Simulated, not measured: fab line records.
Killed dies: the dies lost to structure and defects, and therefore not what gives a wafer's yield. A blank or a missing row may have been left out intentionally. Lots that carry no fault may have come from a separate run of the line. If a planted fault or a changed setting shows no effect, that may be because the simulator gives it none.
Which of the tools did it? + flow nandHarc + 11 lots, 33 wafers sampled, at 6 steps of a route of 1302

WHAT THE GAUGES SHOWED, per wafer
NHARC_P_CONTACT_CD_MEAS_12: target cd 90 nm.
| lot  | measured     | on       | cdNm (nm)      |
|------|--------------|----------|----------------|
| L706 | day 5 23:29  | cdSem-02 | 88.5 89.6 89.3 |
| L707 | day 6 07:41  | cdSem-03 | 89.7 89.9 90.1 |
| L710 | day 7 15:36  | cdSem-01 | 91.2 90.0 90.2 |
| L712 | day 8 15:43  | cdSem-03 | 91.4 91.2 91.6 |
| L714 | day 9 09:44  | cdSem-02 | 90.2 90.7 91.4 |
| L716 | day 10 04:55 | cdSem-01 | 90.7 90.3 89.9 |
| L717 | day 10 05:50 | cdSem-01 | 89.5 89.4 89.6 |
| L718 | day 11 06:07 | cdSem-02 | 90.4 91.5 90.8 |
| L719 | day 11 09:13 | cdSem-03 | 90.0 89.7 90.6 |
| L720 | day 11 21:10 | cdSem-02 | 92.9 92.9 93.1 |
| L729 | day 15 16:35 | cdSem-01 | 90.7 90.4 89.7 |

NHARC_END_SORT_01.
| lot  | measured     | on        | killedAtArray | killedAtOther | killedAtPeriphery | killedDies | killedOpen | killedShort |
|------|--------------|-----------|---------------|---------------|-------------------|------------|------------|-------------|
| L710 | day 25 23:47 | prober-01 | 68 58 70      | 0 2 0         | 3 2 0             | 71 62 70   | 2 4 2      | 3 1 0       |
| L716 | day 28 09:23 | prober-01 | 48 60 56      | 1 1 0         | 4 4 3             | 53 65 59   | 1 4 5      | 3 3 3       |
| L719 | day 29 18:00 | prober-02 | 25 20 26      | 0 0 0         | 3 2 4             | 28 22 30   | 6 1 6      | 3 3 2       |

TOOL THAT RAN EACH LOT (tool first, then ch and the chambers of the sampled wafers, then the start)
| lot  | NHARC_P_GATE_DESCUM_93            | NHARC_P_GATE_RTA_64             | NHARC_P_CONTACT_EXPOSE_09         | NHARC_P_CONTACT_ETCH_31                      |
|------|-----------------------------------|---------------------------------|-----------------------------------|----------------------------------------------|
| L706 | rieDiel-05 ch 0,1,3, day 5 18:44  | rtpAnneal-01 ch 0, day 5 20:26  | arfiScanner-03 ch 0, day 5 23:20  | rieDiel-10 ch 0,2, no start                  |
| L707 | rieDiel-05 ch 1,2, day 6 03:10    | rtpAnneal-02 ch 0, day 6 04:49  | arfiScanner-01 ch 0, day 6 07:33  | rieDiel-01 ch 0,3, no start                  |
| L710 | rieDiel-09 ch 0,3, day 7 10:53    | rtpAnneal-02 ch 0, day 7 12:38  | arfiScanner-03 ch 0, day 7 15:28  | rieDiel-01 ch 0,3, day 25 23:47 or earlier   |
| L712 | rieDiel-03 ch 1,2, day 8 11:19    | rtpAnneal-02 ch 0, day 8 12:59  | arfiScanner-02 ch 0, day 8 15:34  | rieDiel-02 ch 1,2,3, no start                |
| L714 | rieDiel-05 ch 0,3, day 9 05:14    | rtpAnneal-02 ch 0, day 9 06:55  | arfiScanner-03 ch 0, day 9 09:37  | rieDiel-10 ch 1,2,3, no start                |
| L716 | rieDiel-09 ch 0,2,3, day 10 00:34 | rtpAnneal-01 ch 0, day 10 02:11 | arfiScanner-01 ch 0, day 10 04:47 | rieDiel-01 ch 0,1,3, day 28 09:23 or earlier |
| L717 | rieDiel-05 ch 0,3, day 10 01:26   | rtpAnneal-02 ch 0, day 10 03:07 | arfiScanner-01 ch 0, day 10 05:41 | rieDiel-10 ch 0,1,3, no start                |
| L718 | rieDiel-05 ch 1,2, day 11 01:22   | rtpAnneal-02 ch 0, day 11 03:04 | arfiScanner-02 ch 0, day 11 05:59 | rieDiel-01 ch 0,1,2, no start                |
| L719 | rieDiel-09 ch 0,3, day 11 04:42   | rtpAnneal-01 ch 0, day 11 06:22 | arfiScanner-01 ch 0, day 11 09:05 | rieDiel-01 ch 2,3, day 29 18:00 or earlier   |
| L720 | rieDiel-03 ch 0,1, day 11 16:35   | rtpAnneal-01 ch 0, day 11 18:14 | arfiScanner-02 ch 0, day 11 21:01 | rieDiel-02 ch 0,1,2, no start                |
| L729 | rieDiel-09 ch 0,1,2, day 15 12:03 | rtpAnneal-01 ch 0, day 15 13:51 | arfiScanner-02 ch 0, day 15 16:27 | rieDiel-10 ch 0,2,3, no start                |
- NHARC_P_GATE_DESCUM_93: chemistry O2, time 3 s.
- NHARC_P_GATE_RTA_64: time 1 s.
- NHARC_P_CONTACT_EXPOSE_09: exposes mask P CA, target cd 90 nm.
- NHARC_P_CONTACT_ETCH_31: etches the open film in CH3F/O2, target depth 30 nm, time 85.7 s.

AS READ BY THE TOOLS THEMSELVES (means over the sampled wafers that have a number; for cases with no such wafer, the mark the record gives instead)
NHARC_P_GATE_DESCUM_93.
| lot  | tool       | drypumpMotorCurrentA (A) | mfcArSccm (sccm) | o2FlowSccm (sccm) | oesProductAu (a.u.) | rfVppV (V) | showerheadPlenumPTorr (Torr) | throttleValvePct (%) |
|------|------------|--------------------------|------------------|-------------------|---------------------|------------|------------------------------|----------------------|
| L706 | rieDiel-05 | 5.4                      | 0.011            | 200.2             | 0.989               | 58.2       | 1.95                         | 11.307               |
| L707 | rieDiel-05 | 5.3                      | 0.019            | 199.9             | 0.989               | 58.5       | 1.94                         | 11.320               |
| L710 | rieDiel-09 | 6.0                      | 0.003            | 199.9             | 1.013               | 58.0       | 1.98                         | 11.318               |
| L712 | rieDiel-03 | 5.5                      | 0.000            | 199.9             | 1.007               | 57.8       | 1.90                         | 11.316               |
| L714 | rieDiel-05 | 5.5                      | 0.006            | 200.1             | 0.997               | 57.0       | 1.87                         | 11.308               |
| L716 | rieDiel-09 | 5.7                      | 0.003            | 199.8             | 0.996               | 58.4       | 1.99                         | 11.307               |
| L717 | rieDiel-05 | 5.5                      | 0.006            | 199.6             | 0.999               | 57.4       | 1.87                         | 11.321               |
| L718 | rieDiel-05 | 5.3                      | 0.019            | 200.0             | 0.985               | 57.8       | 1.94                         | 11.319               |
| L719 | rieDiel-09 | 5.8                      | 0.005            | 200.1             | 1.011               | 58.5       | 1.99                         | 11.311               |
| L720 | rieDiel-03 | 5.6                      | 0.000            | 200.1             | 1.004               | 57.5       | 1.86                         | 11.304               |
| L729 | rieDiel-09 | 5.4                      | 0.003            | 200.6             | 0.999               | 57.7       | 1.98                         | 11.314               |

NHARC_P_GATE_RTA_64.
| lot  | tool         | lampPowerPct (%) | lamp_zone_6_pct (%) | wafer_temp_C_max |
|------|--------------|------------------|---------------------|------------------|
| L706 | rtpAnneal-01 | 30.0             | 30.0                | 1057.4           |
| L707 | rtpAnneal-02 | 32.5             | 32.5                | 1053.7           |
| L710 | rtpAnneal-02 | 32.6             | 32.6                | 1054.3           |
| L712 | rtpAnneal-02 | 32.6             | 32.6                | 1053.8           |
| L714 | rtpAnneal-02 | 32.6             | 32.5                | 1053.1           |
| L716 | rtpAnneal-01 | 30.0             | 29.9                | 1057.5           |
| L717 | rtpAnneal-02 | 32.6             | 32.5                | 1053.3           |
| L718 | rtpAnneal-02 | 32.6             | 32.6                | 1054.4           |
| L719 | rtpAnneal-01 | 30.0             | 30.0                | 1057.9           |
| L720 | rtpAnneal-01 | 30.0             | 30.0                | 1058.9           |
| L729 | rtpAnneal-01 | 30.0             | 29.9                | 1057.5           |

NHARC_P_CONTACT_ETCH_31.
| lot  | tool       | drypumpMotorCurrentA (A) | mfcArSccm (sccm) | o2FlowSccm (sccm) | oesProductAu (a.u.) | rfVppV (V) | showerheadPlenumPTorr (Torr) | throttleValvePct (%) |
|------|------------|--------------------------|------------------|-------------------|---------------------|------------|------------------------------|----------------------|
| L706 | rieDiel-10 | 5.9                      | 199.8            | 29.93             | 0.980               | 244.2      | 2.48                         | 20.652               |
| L707 | rieDiel-01 | 5.9                      | 199.8            | 29.93             | 0.981               | 244.5      | 2.38                         | 20.658               |
| L710 | rieDiel-01 | 5.9                      | 200.1            | 30.04             | 0.954               | 243.0      | 2.38                         | 20.663               |
| L712 | rieDiel-02 | 5.6                      | 200.2            | 30.00             | 0.985               | 245.2      | 2.46                         | 20.656               |
| L714 | rieDiel-10 | 5.9                      | 200.8            | 30.04             | 0.952               | 242.9      | 2.35                         | 20.662               |
| L716 | rieDiel-01 | 6.0                      | 199.7            | 30.05             | 0.975               | 243.8      | 2.39                         | 20.664               |
| L717 | rieDiel-10 | 6.0                      | 200.1            | 29.97             | 0.953               | 244.4      | 2.43                         | 20.655               |
| L718 | rieDiel-01 | 5.7                      | 200.2            | 29.93             | 0.990               | 242.3      | 2.34                         | 20.656               |
| L719 | rieDiel-01 | 5.6                      | 199.9            | 30.08             | 0.988               | 242.6      | 2.42                         | 20.660               |
| L720 | rieDiel-02 | 6.0                      | 200.4            | 30.00             | 0.964               | 244.7      | 2.49                         | 20.664               |
| L729 | rieDiel-10 | 5.8                      | 200.1            | 30.02             | 0.981               | 243.5      | 2.40                         | 20.659               |

THE ANSWER, worked out from the rows above alone
Rule: what is usual is taken from the lots themselves. Put in order of their means at a reading, lots are off if they are a third of the lots or fewer, leave a main group of 4 or more, and stand apart from it by a gap of 3 or more times the standard deviation of the main group's means; of several such gaps the widest counts. The tables above print the reading to a certain number of digits; a main group whose means all agree to those digits is not used. Also off: a lot with no number at a reading for which 4 or more lots have one. Where the step has rows for the other lots, those lots are counted as sound. After the gauges, taken in route order, come the tools' own readings; for these a lot's mean is taken, as printed above. At the first step where some lot is off, the reading lying furthest off is the one used; lots without a number count as furthest.
Across all readings shown, no lot is off: no conclusion can be drawn from this.

WHAT THE SIMULATOR PUT IN
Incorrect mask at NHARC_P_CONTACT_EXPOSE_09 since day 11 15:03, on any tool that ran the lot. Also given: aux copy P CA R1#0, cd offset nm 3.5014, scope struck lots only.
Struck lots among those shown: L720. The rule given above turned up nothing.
